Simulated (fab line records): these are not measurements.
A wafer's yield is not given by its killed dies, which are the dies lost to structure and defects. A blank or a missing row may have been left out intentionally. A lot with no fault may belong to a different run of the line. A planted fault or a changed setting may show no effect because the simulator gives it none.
fab line records	flow n5_finfet	part 1 of 2: steps 1 to 23 of 34
record lots=5	wafers=15	last_day=17
route steps=1938 shown STI_FIN_REVEAL@194 DUMMY_GATE@212
lots that met no fault: from a run of the same line without faults
start_h: hours from the record's opening day to when the first of the lot's shown wafers began	wait_h: hours elapsed since this lot's preceding step	" identical to the entry in the row above	L1.1+2: one row covering several wafers at once	- no value, or no start was given	* or withheld: withheld	< > ~ a bound
route shown NAME@n: a module of which the file shows steps, and the number in the route of the first	usual: mean and standard deviation over wafers with no fault	same: alike in all rows	chamber/n: place in a boat	sites: per-site readings	_std_site: standard deviation of those values	_edge_site: the outer-site mean with the inner-site mean subtracted	radius_mm: how far each site lies from the wafer's centre	mask NAME#n: copy n	behind: tool/chamber where the wafer was last shaped	hold: cause of the lot's hold/its duration in hours/its outcome	device: which transistor (n, p or np) failed to switch	end of line: the tests these same wafers got at the end of their route	where a step has no rows: the recipe by itself	killed: the dies lost at the first sort to structure and to defects; this is not the yield of the wafer	map: shows each die of a wafer: x if killed, . if not, _ if none is there
set.NAME: setting as actually run; set.NAME@STEP: the setting as run at that earlier step	model.NAME: the simulator's own value behind a step, which no gauge read
lots at some steps of the route; a table a step, a row a wafer
services: from which hour (start_h, from the record's first day; less than 0 if before it) a tool's chamber was out of use, for how many hours, and why
## steps
# step N5_STI_FIN_REVEAL_PRECLEAN_29
# recipe chemistry=DHF	time_s=30	temp_c=25	dilution=300:1
# usual bath_heat_duty_pct=6.4/0.71
# same time_s=30
lot.wafer	tool	chamber	start_h	wait_h	bath_heat_duty_pct
L080.2	wet_bench-05	1	70.03	0.0	7.8
L080.5	"	4	"	"	6.1
L080.6	"	3	"	"	6.3
L083.1	wet_bench-03	0	89.70	0.0	5.6
L083.2	"	7	"	"	6.9
L083.3	"	4	"	"	6.4
L084.1	wet_bench-05	5	94.61	0.0	7.0
L084.3	"	2	"	"	5.7
L084.5	"	7	"	"	7.9
L089.1	wet_bench-04	7	124.51	0.0	6.4
L089.3	"	4	"	"	6.5
L089.5	"	2	"	"	7.5
L090.2	wet_bench-03	1	129.80	0.0	6.2
L090.4	"	6	"	"	6.3
L090.6	"	5	"	"	5.5
# step N5_STI_FIN_REVEAL_SRD_12
# recipe time_s=30	temp_c=23	rinse_liquid=diw	dry=ipa_marangoni
# usual bath_heat_duty_pct=3.8/0.52
# same time_s=30
lot.wafer	tool	chamber	start_h	wait_h	bath_heat_duty_pct
L080.2	wet_bench-05	1	70.04	0.0	5.2
L080.5	"	4	"	"	3.9
L080.6	"	3	"	"	3.8
L083.1	wet_bench-03	0	89.71	0.0	3.8
L083.2	"	7	"	"	3.2
L083.3	"	4	"	"	4.1
L084.1	wet_bench-05	5	94.62	0.0	4.5
L084.3	"	2	"	"	4.0
L084.5	"	7	"	"	4.0
L089.1	wet_bench-04	7	124.52	0.0	4.1
L089.3	"	4	"	"	3.4
L089.5	"	2	"	"	4.8
L090.2	wet_bench-03	1	129.81	0.0	2.7
L090.4	"	6	"	"	2.8
L090.6	"	5	"	"	3.2
# step N5_STI_FIN_REVEAL_RECESS_09
# recipe chemistry=HF/NH3	target=SiO2	afs_cycles=11	target_depth_a=425	temp_c=30	sublimation_temp_c=180	sublimation_time_s=60
# usual drypump_motor_current_A=5.50/0.28
# same sublimation_time_s=60
lot.wafer	tool	chamber	start_h	wait_h	drypump_motor_current_A
L080.2	vapor_etch-01	0	70.09	0.0	5.65
L080.5	"	1	71.15	1.1	5.68
L080.6	"	0	"	"	5.64
L083.1	vapor_etch-02	1	89.76	0.0	4.97
L083.2	"	0	"	"	5.57
L083.3	"	1	"	"	4.97
L084.1	vapor_etch-02	1	94.67	0.0	4.97
L084.3	"	1	"	"	4.97
L084.5	"	1	"	"	4.95
L089.1	vapor_etch-01	0	124.57	0.0	5.67
L089.3	"	1	"	"	5.66
L089.5	"	1	"	"	5.64
L090.2	vapor_etch-02	0	129.85	0.0	5.57
L090.4	"	0	"	"	5.58
L090.6	"	0	"	"	5.57
# step N5_STI_FIN_REVEAL_STRIP_16
# recipe chemistry=H3PO4	material=SiNx	temp_c=165	target_depth_a=238	overetch_fraction=0.4964	dry=ipa_marangoni
# usual bath_heat_duty_pct=27.5/2.3
lot.wafer	tool	chamber	start_h	wait_h	bath_heat_duty_pct
L080.2	wet_bench-03	0	71.70	1.1	24.9
L080.5	"	2	"	"	26.8
L080.6	"	3	"	"	27.1
L083.1	wet_bench-03	2	91.37	1.1	27.3
L083.2	"	0	"	"	25.3
L083.3	"	4	"	"	26.8
L084.1	wet_bench-04	4	96.28	1.1	27.0
L084.3	"	3	"	"	32.7
L084.5	"	2	"	"	30.6
L089.1	wet_bench-03	6	126.19	1.1	26.1
L089.3	"	1	"	"	26.2
L089.5	"	7	"	"	28.0
L090.2	wet_bench-03	3	131.47	1.1	27.4
L090.4	"	4	"	"	26.5
L090.6	"	0	"	"	25.2
# step N5_STI_FIN_REVEAL_PRECLEAN_17
# recipe chemistry=NF3:NH3	afs_cycles=1	temp_c=30	time_s=20	sublimation_temp_c=180	sublimation_time_s=60	pressure_torr=3	rf_power_w=30
# usual pressure_torr=3.000/0.006
# same sublimation_time_s=60	time_s=20
lot.wafer	tool	chamber	start_h	wait_h	pressure_torr
L080.2	remote_plasma-01	0	72.00	0.1	2.996
L080.5	"	0	"	"	2.995
L080.6	"	0	"	"	2.988
L083.1	remote_plasma-01	0	91.64	0.0	2.999
L083.2	"	0	"	"	3.008
L083.3	"	0	"	"	2.996
L084.1	remote_plasma-02	1	96.55	0.0	2.991
L084.3	"	1	"	"	2.990
L084.5	"	1	"	"	3.004
L089.1	remote_plasma-02	0	126.63	0.2	2.997
L089.3	"	0	"	"	3.000
L089.5	"	0	"	"	2.999
L090.2	remote_plasma-01	0	131.77	0.1	3.002
L090.4	"	0	"	"	3.000
L090.6	"	0	"	"	3.012
# step N5_STI_FIN_REVEAL_ETCH_34
# recipe chemistry=H2	mode=isotropic	material=Si	target=Si	target_depth_a=9.7	temp_c=20	pressure_mtorr=4.5	icp_w=300	bias_w=0	h2_flow_sccm=7.5	he_flow_sccm=142.5
# usual drypump_motor_current_A=5.70/0.29	he_flow_sccm=142.5/0.41	oes_product_au=1.006/0.019	throttle_valve_pct=26.4/0.71
lot.wafer	tool	chamber	start_h	wait_h	drypump_motor_current_A	he_flow_sccm	oes_product_au	rf_hours_counter_h	throttle_valve_pct
L080.2	rie_si-06	0	72.18	0.1	5.83	142.4	1.034	159	26.3
L080.5	"	2	"	"	5.84	142.4	0.997	-	25.3
L080.6	"	3	"	"	5.68	142.5	1.029	-	27.0
L083.1	rie_si-01	2	91.85	0.2	5.94	141.9	1.010	25	25.7
L083.2	"	3	"	"	5.92	142.2	1.007	1	25.4
L083.3	"	1	"	"	5.70	142.7	0.968	155	27.5
L084.1	rie_si-06	1	96.76	0.2	5.67	141.4	1.002	42	26.3
L084.3	"	3	"	"	5.68	142.3	1.039	26	27.0
L084.5	"	1	"	"	5.66	141.8	0.996	-	26.3
L089.1	rie_si-01	3	126.83	0.2	5.89	141.5	1.019	1	25.4
L089.3	"	2	"	"	5.94	142.1	1.017	25	25.7
L089.5	"	1	"	"	5.69	142.8	0.969	-	27.5
L090.2	rie_si-03	0	131.95	0.1	5.48	142.8	1.016	156	25.6
L090.4	"	3	"	"	5.26	142.6	0.964	55	27.0
L090.6	"	3	"	"	5.23	142.4	0.978	-	27.0
# step N5_STI_FIN_REVEAL_OXIDATION_31
# recipe chemistry=O2_PLASMA_REMOTE	temp_c=150	time_s=20	pressure_mtorr=1000	source_power_w=2000	o2_flow_sccm=3000
# usual drypump_motor_current_A=5.7/0.41	heater_power_w=148/7.4
# same time_s=20
lot.wafer	tool	chamber	start_h	wait_h	drypump_motor_current_A	heater_power_w	rf_hours_counter_h
L080.2	plasma_asher-02	1	72.24	0.0	5.5	144	82
L080.5	"	0	"	"	5.8	143	-
L080.6	"	1	"	"	5.5	148	-
L083.1	plasma_asher-02	0	91.91	0.0	5.8	141	86
L083.2	"	1	"	"	5.5	151	86
L083.3	"	0	"	"	5.8	140	-
L084.1	plasma_asher-02	1	96.82	0.0	5.5	151	87
L084.3	"	1	"	"	5.5	151	-
L084.5	"	0	"	"	5.8	143	-
L089.1	plasma_asher-02	0	126.89	0.0	5.8	141	92
L089.3	"	1	"	"	5.5	146	-
L089.5	"	0	"	"	5.8	140	-
L090.2	plasma_asher-01	0	132.01	0.0	5.1	162	52
L090.4	"	1	"	"	6.4	145	-
L090.6	"	1	"	"	6.4	146	-
# step N5_STI_FIN_REVEAL_PRECLEAN_32
# recipe chemistry=NF3:NH3	afs_cycles=1	temp_c=30	time_s=20	sublimation_temp_c=180	sublimation_time_s=60	pressure_torr=3	rf_power_w=30
# usual pressure_torr=3.000/0.0057
# same sublimation_time_s=60	time_s=20
lot.wafer	tool	chamber	start_h	wait_h	pressure_torr
L080.2	remote_plasma-02	0	72.35	0.1	3.010
L080.5	"	0	"	"	3.012
L080.6	"	0	"	"	3.015
L083.1	remote_plasma-02	0	91.99	0.1	2.993
L083.2	"	0	"	"	3.000
L083.3	"	0	"	"	2.998
L084.1	remote_plasma-01	1	96.90	0.1	3.007
L084.3	"	1	"	"	2.999
L084.5	"	1	"	"	3.001
L089.1	remote_plasma-02	1	126.97	0.1	3.004
L089.3	"	1	"	"	3.001
L089.5	"	1	"	"	3.002
L090.2	remote_plasma-02	1	132.12	0.1	3.006
L090.4	"	1	"	"	3.006
L090.6	"	1	"	"	2.998
# step N5_STI_FIN_REVEAL_STRIP_35
# recipe chemistry=H3PO4	material=Si3N4	temp_c=165	target_depth_a=40	time_s=39
# usual bath_heat_duty_pct=28.2/2.9
# same time_s=39
lot.wafer	tool	chamber	start_h	wait_h	bath_heat_duty_pct
L080.2	wet_bench-05	2	72.53	0.2	26.5
L080.5	"	3	"	"	28.0
L080.6	"	1	"	"	33.5
L083.1	wet_bench-05	2	92.26	0.2	25.5
L083.2	"	6	"	"	31.0
L083.3	"	4	"	"	29.0
L084.1	wet_bench-04	7	97.11	0.2	31.0
L084.3	"	1	"	"	25.4
L084.5	"	0	"	"	29.2
L089.1	wet_bench-04	2	127.19	0.2	28.5
L089.3	"	7	"	"	29.1
L089.5	"	4	"	"	28.3
L090.2	wet_bench-05	1	132.30	0.2	29.8
L090.4	"	6	"	"	30.6
L090.6	"	7	"	"	32.3
# step N5_STI_FIN_REVEAL_SRD_21
# recipe dry=ipa_marangoni	time_s=30	temp_c=23	rinse_liquid=diw
# usual bath_heat_duty_pct=3.7/0.51
# same time_s=30
lot.wafer	tool	chamber	start_h	wait_h	bath_heat_duty_pct
L080.2	wet_bench-05	2	72.55	0.0	3.4
L080.5	"	3	"	"	3.4
L080.6	"	1	"	"	4.1
L083.1	wet_bench-05	2	92.27	0.0	2.8
L083.2	"	6	"	"	4.5
L083.3	"	4	"	"	4.2
L084.1	wet_bench-04	7	97.13	0.0	4.0
L084.3	"	1	"	"	2.9
L084.5	"	0	"	"	3.4
L089.1	wet_bench-04	2	127.20	0.0	4.8
L089.3	"	7	"	"	3.9
L089.5	"	4	"	"	2.9
L090.2	wet_bench-05	1	132.32	0.0	4.2
L090.4	"	6	"	"	4.3
L090.6	"	7	"	"	4.2
# step N5_STI_FIN_REVEAL_OXIDATION_33
# recipe chemistry=O2_PLASMA_REMOTE	temp_c=150	time_s=20	pressure_mtorr=1000	source_power_w=2000	o2_flow_sccm=3000
# usual drypump_motor_current_A=5.7/0.45	heater_power_w=149/7.7
# same time_s=20
lot.wafer	tool	chamber	start_h	wait_h	drypump_motor_current_A	heater_power_w	rf_hours_counter_h
L080.2	plasma_asher-02	1	72.59	0.0	5.5	148	82
L080.5	"	1	"	"	5.5	152	-
L080.6	"	0	"	"	5.8	140	-
L083.1	plasma_asher-02	1	92.32	0.0	5.5	145	87
L083.2	"	0	"	"	5.8	141	87
L083.3	"	0	"	"	5.8	140	-
L084.1	plasma_asher-02	1	97.17	0.0	5.5	153	87
L084.3	"	0	"	"	5.8	144	-
L084.5	"	0	"	"	5.8	145	-
L089.1	plasma_asher-01	0	127.24	0.0	5.1	162	51
L089.3	"	0	"	"	5.1	160	-
L089.5	"	1	"	"	6.4	144	-
L090.2	plasma_asher-02	1	132.36	0.0	5.5	152	94
L090.4	"	1	"	"	5.5	155	-
L090.6	"	0	"	"	5.8	140	-
# step N5_STI_FIN_REVEAL_CLEAN_19
# recipe chemistry=O3/DIW	temp_c=25	time_s=120	o3_ppm=10
# usual bath_heat_duty_pct=6.4/0.73
# same time_s=120
lot.wafer	tool	chamber	start_h	wait_h	bath_heat_duty_pct
L080.2	wet_bench-05	0	72.68	0.1	5.5
L080.5	"	1	"	"	7.2
L080.6	"	2	"	"	5.9
L083.1	wet_bench-05	0	92.41	0.1	6.4
L083.2	"	7	"	"	7.9
L083.3	"	4	"	"	5.9
L084.1	wet_bench-03	5	97.26	0.1	5.5
L084.3	"	6	"	"	6.9
L084.5	"	2	"	"	6.2
L089.1	wet_bench-04	7	127.33	0.1	6.9
L089.3	"	1	"	"	6.1
L089.5	"	0	"	"	6.8
L090.2	wet_bench-04	3	132.45	0.1	6.5
L090.4	"	0	"	"	6.0
L090.6	"	4	"	"	5.9
# step N5_STI_FIN_REVEAL_SRD_23
# recipe dry=ipa_marangoni	time_s=30	temp_c=23	rinse_liquid=diw
# usual bath_heat_duty_pct=3.7/0.51
# same time_s=30
lot.wafer	tool	chamber	start_h	wait_h	bath_heat_duty_pct
L080.2	wet_bench-05	0	72.71	0.0	3.1
L080.5	"	1	"	"	4.8
L080.6	"	2	"	"	2.9
L083.1	wet_bench-05	0	92.44	0.0	2.9
L083.2	"	7	"	"	4.5
L083.3	"	4	"	"	3.9
L084.1	wet_bench-03	5	97.29	0.0	3.5
L084.3	"	6	"	"	3.4
L084.5	"	2	"	"	3.6
L089.1	wet_bench-04	7	127.37	0.0	3.5
L089.3	"	1	"	"	3.0
L089.5	"	0	"	"	3.2
L090.2	wet_bench-04	3	132.48	0.0	3.7
L090.4	"	0	"	"	3.4
L090.6	"	4	"	"	4.4
# step N5_STI_FIN_REVEAL_CD_MEAS_22
# recipe target_cd_nm=6.238	pitch_nm=28	polarity=line
# usual cd_nm=6.25/0.29
lot.wafer	tool	chamber	start_h	wait_h	cd_nm
L080.2	cd_sem-03	-	72.75	0.0	6.34
L080.5	"	-	"	"	5.56
L080.6	"	-	"	"	6.50
L083.1	cd_sem-01	-	92.48	0.0	5.89
L083.2	"	-	"	"	6.30
L083.3	"	-	"	"	6.19
L084.1	cd_sem-02	-	97.33	0.0	6.94
L084.3	"	-	"	"	6.09
L084.5	"	-	"	"	6.64
L089.1	cd_sem-03	-	127.41	0.0	6.39
L089.3	"	-	"	"	6.11
L089.5	"	-	"	"	6.57
L090.2	cd_sem-01	-	132.52	0.0	6.59
L090.4	"	-	"	"	6.24
L090.6	"	-	"	"	6.52
# step N5_STI_FIN_REVEAL_FIN_H_MEAS_10
# usual trench_depth_nm=52.0/0.85
lot.wafer	tool	chamber	start_h	wait_h	trench_depth_nm
L080.2	ocd-02	-	72.78	0.0	52.8
L080.5	"	-	"	"	52.3
L080.6	"	-	"	"	53.3
L083.1	ocd-01	-	92.51	0.0	51.5
L083.2	"	-	"	"	52.5
L083.3	"	-	"	"	50.2
L084.1	ocd-02	-	97.36	0.0	51.3
L084.3	"	-	"	"	52.7
L084.5	"	-	"	"	52.6
L089.1	ocd-02	-	127.44	0.0	52.4
L089.3	"	-	"	"	51.7
L089.5	"	-	"	"	51.9
L090.2	ocd-02	-	132.56	0.0	51.4
L090.4	"	-	"	"	52.4
L090.6	"	-	"	"	51.1
# step N5_STI_FIN_REVEAL_PRECLEAN_18
# recipe chemistry=SC2	time_s=45	temp_c=35	mix=1:1:50
# usual bath_heat_duty_pct=3.4/0.51
# same time_s=45
lot.wafer	tool	chamber	start_h	wait_h	bath_heat_duty_pct
L080.2	wet_bench-03	6	72.82	0.0	2.9
L080.5	"	7	"	"	3.4
L080.6	"	1	"	"	3.7
L083.1	wet_bench-04	1	92.55	0.0	3.0
L083.2	"	5	"	"	4.1
L083.3	"	2	"	"	3.4
L084.1	wet_bench-04	2	97.40	0.0	3.8
L084.3	"	1	"	"	3.4
L084.5	"	4	"	"	3.5
L089.1	wet_bench-04	7	127.47	0.0	3.6
L089.3	"	6	"	"	2.2
L089.5	"	5	"	"	3.5
L090.2	wet_bench-05	2	132.59	0.0	2.9
L090.4	"	7	"	"	3.1
L090.6	"	0	"	"	2.9
# step N5_STI_FIN_REVEAL_SRD_28
# recipe dry=ipa_marangoni	time_s=30	temp_c=23	rinse_liquid=diw
# usual bath_heat_duty_pct=3.7/0.49
# same time_s=30
lot.wafer	tool	chamber	start_h	wait_h	bath_heat_duty_pct
L080.2	wet_bench-03	6	72.83	0.0	3.3
L080.5	"	7	"	"	3.7
L080.6	"	1	"	"	3.2
L083.1	wet_bench-04	1	92.56	0.0	3.1
L083.2	"	5	"	"	3.7
L083.3	"	2	"	"	4.1
L084.1	wet_bench-04	2	97.41	0.0	3.9
L084.3	"	1	"	"	3.7
L084.5	"	4	"	"	3.3
L089.1	wet_bench-04	7	127.49	0.0	3.5
L089.3	"	6	"	"	3.3
L089.5	"	5	"	"	4.5
L090.2	wet_bench-05	2	132.60	0.0	3.2
L090.4	"	7	"	"	4.7
L090.6	"	0	"	"	4.0
# step N5_STI_FIN_REVEAL_INSPECT_13
# recipe inspect_instrument=darkfield	mode=post_clean
# usual raw_defect_count=11/5.1
lot.wafer	tool	chamber	start_h	wait_h	raw_defect_count
L080.2	defect_inspect-02	-	72.87	0.0	10
L080.5	"	-	"	"	4
L080.6	"	-	"	"	12
L083.1	defect_inspect-02	-	92.60	0.0	9
L083.2	"	-	"	"	15
L083.3	"	-	"	"	13
L084.1	defect_inspect-01	-	97.45	0.0	11
L084.3	"	-	"	"	19
L084.5	"	-	"	"	16
L089.1	defect_inspect-02	-	127.53	0.0	9
L089.3	"	-	"	"	6
L089.5	"	-	"	"	7
L090.2	defect_inspect-01	-	132.64	0.0	12
L090.4	"	-	"	"	6
L090.6	"	-	"	"	6
# step N5_DUMMY_GATE_PRECLEAN_00
# recipe chemistry=O3/DIW	time_s=60	temp_c=22	o3_ppm=10
# usual bath_heat_duty_pct=2.4/0.47
# same time_s=60
lot.wafer	tool	chamber	start_h	wait_h	bath_heat_duty_pct
L080.2	wet_bench-02	1	72.90	0.0	2.7
L080.5	"	7	"	"	2.5
L080.6	"	0	"	"	2.4
L083.1	wet_bench-06	3	92.63	0.0	2.9
L083.2	"	4	"	"	2.1
L083.3	"	7	"	"	2.4
L084.1	wet_bench-06	3	97.48	0.0	3.5
L084.3	"	6	"	"	1.9
L084.5	"	7	"	"	2.2
L089.1	wet_bench-06	5	127.56	0.0	2.9
L089.3	"	6	"	"	2.3
L089.5	"	4	"	"	2.2
L090.2	wet_bench-02	6	132.73	0.1	2.3
L090.4	"	5	"	"	2.2
L090.6	"	1	"	"	2.3
# step N5_DUMMY_GATE_SRD_01
# recipe time_s=30	temp_c=23	rinse_liquid=diw	dry=ipa_marangoni
# usual bath_heat_duty_pct=3.7/0.53
# same time_s=30
lot.wafer	tool	chamber	start_h	wait_h	bath_heat_duty_pct
L080.2	wet_bench-02	1	72.92	0.0	3.9
L080.5	"	7	"	"	3.6
L080.6	"	0	"	"	4.0
L083.1	wet_bench-06	3	92.65	0.0	4.1
L083.2	"	4	"	"	3.3
L083.3	"	7	"	"	4.1
L084.1	wet_bench-06	3	97.50	0.0	3.7
L084.3	"	6	"	"	4.0
L084.5	"	7	"	"	4.4
L089.1	wet_bench-06	5	127.58	0.0	4.0
L089.3	"	6	"	"	4.3
L089.5	"	4	"	"	3.5
L090.2	wet_bench-02	6	132.75	0.0	3.0
L090.4	"	5	"	"	3.6
L090.6	"	1	"	"	3.8
# step N5_DUMMY_GATE_ALD_02
# recipe material=SiO2	target_thk_a=20	temp_c=300	ald_precursor_family=BDEAS	ald_co_reactant=O2-plasma	pulse_time_s=1	pressure_torr=2
# usual chamber_pressure_Torr=2.000/0.0048	heater_power_w=482/58	precursor_pulse_height_rel=1.001/0.019
lot.wafer	tool	chamber	start_h	wait_h	chamber_pressure_Torr	heater_power_w	precursor_pulse_height_rel
L080.2	ald_sin-02	2	72.97	0.0	1.999	415	0.991
L080.5	"	2	"	"	2.000	414	0.991
L080.6	"	3	"	"	2.002	551	0.991
L083.1	ald_sin-03	1	92.70	0.0	2.000	497	1.007
L083.2	"	2	"	"	1.994	490	1.001
L083.3	"	3	"	"	1.997	467	1.044
L084.1	ald_sin-03	0	97.55	0.0	2.008	504	1.041
L084.3	"	2	"	"	1.997	482	1.002
L084.5	"	3	"	"	1.999	463	0.979
L089.1	ald_sin-02	3	127.62	0.0	1.998	557	0.990
L089.3	"	2	"	"	2.005	413	1.039
L089.5	"	2	"	"	2.008	410	0.997
L090.2	ald_sin-02	2	132.80	0.0	2.000	411	0.981
L090.4	"	3	"	"	2.002	550	1.012
L090.6	"	3	"	"	2.001	557	0.976
# step N5_DUMMY_GATE_CVD_03
# recipe material=a-Si	target_thk_a=1500	temp_c=530	precursor=SiH4	time_s=8042
# usual spike_tc_lower_C=528.8/0.51
# same time_s=8042
lot.wafer	tool	chamber	start_h	wait_h	spike_tc_lower_C
L080.2	lpcvd-02	1/95	73.07	0.1	528.2
L080.5	"	1/109	"	"	528.2
L080.6	"	1/114	"	"	528.2
L083.1	lpcvd-02	1/40	92.80	0.1	528.8
L083.2	"	1/45	"	"	528.8
L083.3	"	1/50	"	"	528.8
L084.1	lpcvd-01	1/65	98.07	0.5	529.2
L084.3	"	1/75	"	"	529.2
L084.5	"	1/84	"	"	529.2
L089.1	lpcvd-01	0/15	127.73	0.1	528.3
L089.3	"	0/25	"	"	528.3
L089.5	"	0/34	"	"	528.3
L090.2	lpcvd-02	0/95	132.91	0.1	528.4
L090.4	"	0/104	"	"	528.4
L090.6	"	0/114	"	"	528.4
# step N5_DUMMY_GATE_PRECLEAN_46
# recipe chemistry=DIW	time_s=89.5	temp_c=23
# usual bath_heat_duty_pct=3.7/0.59
# same time_s=89.5
lot.wafer	tool	chamber	start_h	wait_h	bath_heat_duty_pct
L080.2	wet_bench-02	2	76.76	0.0	3.4
L080.5	"	7	"	"	4.1
L080.6	"	1	"	"	3.3
L083.1	wet_bench-01	0	96.49	0.0	3.4
L083.2	"	1	"	"	4.5
L083.3	"	2	"	"	3.2
L084.1	wet_bench-02	4	101.74	0.0	3.7
L084.3	"	2	"	"	3.2
L084.5	"	0	"	"	4.4
L089.1	wet_bench-06	5	133.34	0.1	3.6
L089.3	"	6	"	"	5.1
L089.5	"	1	"	"	4.8
L090.2	wet_bench-06	6	136.60	0.0	3.9
L090.4	"	1	"	"	3.8
L090.6	"	3	"	"	4.5
